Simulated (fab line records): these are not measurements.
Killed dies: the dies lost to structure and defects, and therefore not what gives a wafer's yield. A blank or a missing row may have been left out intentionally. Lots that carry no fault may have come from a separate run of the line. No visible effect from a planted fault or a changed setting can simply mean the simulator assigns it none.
Matching of chambers ; flow n5_finfet ; N5_SDB_CUT_ETCH_26 on rie_si-01 has 4 sister chambers
The step etches Si in HBr/Cl2/O2, target depth 129.6 nm, bt time 20 s, time 51.8 s. 20 wafers are shown with their chamber, then 10 later ones without.

WAFERS PAIRED WITH THEIR CHAMBERS
wafer;chamber;drypump_motor_current_A (A);throttle_valve_pct (%);oes_product_au (a.u.)
L074.1;3;6.7;37.41;0.988
L074.3;2;5.8;36.81;0.979
L074.6;3;6.7;37.40;0.987
L076.1;0;5.3;37.36;1.005
L076.3;1;5.3;37.15;1.019
L076.6;2;5.7;36.81;0.978
L080.2;1;5.3;37.14;1.012
L080.4;0;5.3;37.37;1.007
L080.5;2;5.7;36.80;0.977
L082.1;3;6.7;37.41;0.985
L082.3;0;5.3;37.37;1.007
L082.5;1;5.3;37.13;1.016
L085.3;3;6.7;37.41;0.985
L085.5;0;5.3;37.37;1.013
L085.6;3;6.7;37.42;0.989
L086.1;1;5.3;37.16;1.013
L086.3;3;6.7;37.40;0.987
L086.4;0;5.3;37.36;1.013
L089.1;3;6.7;37.40;0.999
L089.5;1;5.3;37.13;1.017

SIGNATURES, as means of the wafers listed above
reading;chamber 0;chamber 1;chamber 2;chamber 3;scatter within a chamber
drypump_motor_current_A;5.300;5.300;5.733;6.700;0.0204
throttle_valve_pct;37.3660;37.1420;36.8067;37.4071;0.00869
oes_product_au;1.00900;1.01540;0.97800;0.98857;0.0038
Rule: for a wafer and a chamber, the distance is found by dividing, reading by reading, the gap between the wafer's reading and the chamber's mean by the reading's scatter, squaring, summing and taking the root. The wafer belongs to the nearest chamber; if the next one is less than 2 further off, it can't be placed. How the scatter is found: for the shown wafers, subtract from each reading the mean of its chamber, square and add these, divide the total by (wafers less chambers), then take the root.

WAFERS MISSING THEIR CHAMBER
wafer;drypump_motor_current_A (A);throttle_valve_pct (%);oes_product_au (a.u.)
L089.6;5.3;37.35;1.013
L090.1;5.8;36.82;0.986
L090.3;5.3;37.14;1.015
L090.5;5.8;36.83;0.983
L092.3;6.7;37.40;0.988
L092.4;5.8;36.81;0.976
L092.6;5.8;36.83;0.980
L097.1;6.7;37.39;0.993
L097.2;5.8;36.81;0.973
L097.3;5.3;37.36;1.005

EACH ONE'S CHAMBER
wafer;from the rows above;in truth
L089.6;0;0
L090.1;2;2
L090.3;1;1
L090.5;2;2
L092.3;3;3
L092.4;2;2
L092.6;2;2
L097.1;3;3
L097.2;2;2
L097.3;0;0
Correct placement for 10 of the 10. Left unplaced by these rows: 0. Placed wrongly: 0.
